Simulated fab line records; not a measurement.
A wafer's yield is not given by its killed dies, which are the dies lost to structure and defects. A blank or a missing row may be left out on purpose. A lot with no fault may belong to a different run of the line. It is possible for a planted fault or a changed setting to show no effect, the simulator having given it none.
Split-lot study / flow n5-finfet / 21 wafers read from 7 lots, route of 1938 steps

THE SPLIT
At N5_FIN_CUT_CUT_ETCH_15 (etches Si in HBr/Cl2/O2, target depth 100 nm, bt time 10 s, time 42.4 s), the setting time-s was moved away from the recipe's 42.4 s on 10 of the 21 wafers read, by -21.1% to +18.5%. All remaining wafers had this setting at the recipe value.

Reading taken at the split's own step.

THE READING
SOC_of_FIN_CUT_COAT_18.thk-nm (the simulator's own value, which no gauge read), in nm, at N5_FIN_CUT_CUT_ETCH_15 (etches Si in HBr/Cl2/O2, target depth 100 nm, bt time 10 s, time 42.4 s). The file does not state a usual value for it. Here, 11 wafers ran the recipe; their average is 170.8 nm with a standard deviation of 1.1 nm.

wafer=L078.2; tool, chamber at the split=rie-si-03, 2; time-s as run, s=37.5; against the recipe=-11.6%; SOC_of_FIN_CUT_COAT_18.thk-nm, nm=175.8; against lot-mates on the recipe=+4.5
wafer=L078.4; tool, chamber at the split=rie-si-03, 0; time-s as run, s=42.4; against the recipe=recipe; SOC_of_FIN_CUT_COAT_18.thk-nm, nm=171.4; against lot-mates on the recipe=-
wafer=L078.5; tool, chamber at the split=rie-si-03, 0; time-s as run, s=42.4; against the recipe=recipe; SOC_of_FIN_CUT_COAT_18.thk-nm, nm=171.2; against lot-mates on the recipe=-
wafer=L080.2; tool, chamber at the split=rie-si-05, 2; time-s as run, s=33.47; against the recipe=-21.1%; SOC_of_FIN_CUT_COAT_18.thk-nm, nm=177.2; against lot-mates on the recipe=+8.8
wafer=L080.3; tool, chamber at the split=rie-si-05, 1; time-s as run, s=42.4; against the recipe=recipe; SOC_of_FIN_CUT_COAT_18.thk-nm, nm=168.4; against lot-mates on the recipe=-
wafer=L080.6; tool, chamber at the split=rie-si-05, 2; time-s as run, s=33.47; against the recipe=-21.1%; SOC_of_FIN_CUT_COAT_18.thk-nm, nm=176; against lot-mates on the recipe=+7.6
wafer=L083.2; tool, chamber at the split=rie-si-03, 2; time-s as run, s=42.4; against the recipe=recipe; SOC_of_FIN_CUT_COAT_18.thk-nm, nm=170; against lot-mates on the recipe=-
wafer=L083.4; tool, chamber at the split=rie-si-03, 1; time-s as run, s=47.92; against the recipe=+13.0%; SOC_of_FIN_CUT_COAT_18.thk-nm, nm=165.2; against lot-mates on the recipe=-4.8
wafer=L083.5; tool, chamber at the split=rie-si-03, 1; time-s as run, s=47.92; against the recipe=+13.0%; SOC_of_FIN_CUT_COAT_18.thk-nm, nm=165.8; against lot-mates on the recipe=-4.2
wafer=L085.1; tool, chamber at the split=rie-si-03, 1; time-s as run, s=50.25; against the recipe=+18.5%; SOC_of_FIN_CUT_COAT_18.thk-nm, nm=163.2; against lot-mates on the recipe=no lot-mate on the recipe
wafer=L085.4; tool, chamber at the split=rie-si-03, 2; time-s as run, s=50.25; against the recipe=+18.5%; SOC_of_FIN_CUT_COAT_18.thk-nm, nm=163.4; against lot-mates on the recipe=no lot-mate on the recipe
wafer=L085.6; tool, chamber at the split=rie-si-03, 0; time-s as run, s=50.25; against the recipe=+18.5%; SOC_of_FIN_CUT_COAT_18.thk-nm, nm=162.2; against lot-mates on the recipe=no lot-mate on the recipe
wafer=L086.4; tool, chamber at the split=rie-si-01, 0; time-s as run, s=42.4; against the recipe=recipe; SOC_of_FIN_CUT_COAT_18.thk-nm, nm=169.8; against lot-mates on the recipe=-
wafer=L086.5; tool, chamber at the split=rie-si-01, 1; time-s as run, s=35.12; against the recipe=-17.2%; SOC_of_FIN_CUT_COAT_18.thk-nm, nm=175; against lot-mates on the recipe=+4.1
wafer=L086.6; tool, chamber at the split=rie-si-01, 0; time-s as run, s=42.4; against the recipe=recipe; SOC_of_FIN_CUT_COAT_18.thk-nm, nm=172; against lot-mates on the recipe=-
wafer=L091.3; tool, chamber at the split=rie-si-05, 0; time-s as run, s=42.4; against the recipe=recipe; SOC_of_FIN_CUT_COAT_18.thk-nm, nm=171.4; against lot-mates on the recipe=-
wafer=L091.4; tool, chamber at the split=rie-si-05, 2; time-s as run, s=48.76; against the recipe=+15.0%; SOC_of_FIN_CUT_COAT_18.thk-nm, nm=165.2; against lot-mates on the recipe=-5.8
wafer=L091.6; tool, chamber at the split=rie-si-05, 2; time-s as run, s=42.4; against the recipe=recipe; SOC_of_FIN_CUT_COAT_18.thk-nm, nm=170.6; against lot-mates on the recipe=-
wafer=L095.1; tool, chamber at the split=rie-si-05, 1; time-s as run, s=42.4; against the recipe=recipe; SOC_of_FIN_CUT_COAT_18.thk-nm, nm=171.2; against lot-mates on the recipe=-
wafer=L095.2; tool, chamber at the split=rie-si-05, 0; time-s as run, s=42.4; against the recipe=recipe; SOC_of_FIN_CUT_COAT_18.thk-nm, nm=172.6; against lot-mates on the recipe=-
wafer=L095.3; tool, chamber at the split=rie-si-05, 2; time-s as run, s=42.4; against the recipe=recipe; SOC_of_FIN_CUT_COAT_18.thk-nm, nm=170.4; against lot-mates on the recipe=-

THE FIT
A straight line over all 21 wafers: SOC_of_FIN_CUT_COAT_18.thk-nm changes by -0.351 nm for each +1% of time-s; r = -0.96; the points scatter about the line by 1.2 nm.
The same after taking each lot's own level away (the mean of its wafers on the recipe; 18 wafers): -0.358 nm for each +1%; r = -0.98; scatter 0.85 nm.
According to that fit, moving time-s by its largest amount changes the reading by 7.5 nm.
Measured against the standard deviation above, the lots' own levels, which go from 168.40 to 171.40 nm, span 2.7 times it.
Hence the lot-to-lot level has little effect on the slope; both slopes agree.
Check: +7.06 nm against its lot-mates is what the line predicts for one of the wafers moved furthest among these (-21.1%) when that wafer is left out of the fit. It came out at +8.8 nm against them.

FURTHER SPLITS ON THESE WAFERS
These wafers also went through other splits before the reading. Each is held against what the fit with the lots' levels taken away leaves over:
other split on the same wafers=N5_WELL_APT_EXPOSE_05 dose-mj; wafers away from the commonest value=6; r with SOC_of_FIN_CUT_COAT_18.thk-nm (lot level and that fit taken away)=-0.01
other split on the same wafers=N5_WELL_APT_PEB_06 peb-time-s; wafers away from the commonest value=5; r with SOC_of_FIN_CUT_COAT_18.thk-nm (lot level and that fit taken away)=+0.11
other split on the same wafers=N5_PMOS_HMC_CHANNEL_EPI_HM_DEP_34 time-s; wafers away from the commonest value=9; r with SOC_of_FIN_CUT_COAT_18.thk-nm (lot level and that fit taken away)=-0.24
other split on the same wafers=N5_PMOS_HMC_CHANNEL_EPI_PEB_07 peb-time-s; wafers away from the commonest value=8; r with SOC_of_FIN_CUT_COAT_18.thk-nm (lot level and that fit taken away)=-0.09
other split on the same wafers=N5_FIN_SAQP_SPACER1_ALD_24 ald-cycles; wafers away from the commonest value=9; r with SOC_of_FIN_CUT_COAT_18.thk-nm (lot level and that fit taken away)=-0.02
other split on the same wafers=N5_FIN_SAQP_ETCH_65 time-s; wafers away from the commonest value=11; r with SOC_of_FIN_CUT_COAT_18.thk-nm (lot level and that fit taken away)=+0.05

THE WHOLE CHAIN: every reading that the file lists as answering this split, in the file's order
step=N5_FIN_CUT_CUT_ETCH_15; what it does=etches Si in HBr/Cl2/O2, target depth 100 nm, bt time 10 s, time 42.4 s; reading=etch.depth-nm (the simulator's own value, which no gauge read); change (the file's fit)=+0.945 nm for each +1% of the setting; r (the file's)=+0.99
step=N5_FIN_CUT_CUT_ETCH_15; what it does=etches Si in HBr/Cl2/O2, target depth 100 nm, bt time 10 s, time 42.4 s; reading=FIN_CUT.feature-depth-nm (the simulator's own value, which no gauge read); change (the file's fit)=+0.946 nm for each +1% of the setting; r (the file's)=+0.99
step=N5_FIN_CUT_CUT_ETCH_15; what it does=etches Si in HBr/Cl2/O2, target depth 100 nm, bt time 10 s, time 42.4 s; reading=SOC_of_FIN_CUT_COAT_18.thk-nm (the simulator's own value, which no gauge read); change (the file's fit)=-0.348 nm for each +1% of the setting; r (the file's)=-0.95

FILE'S OWN FIT
SOC_of_FIN_CUT_COAT_18.thk-nm changes by -0.348 nm for each +1% of time-s, r = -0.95.
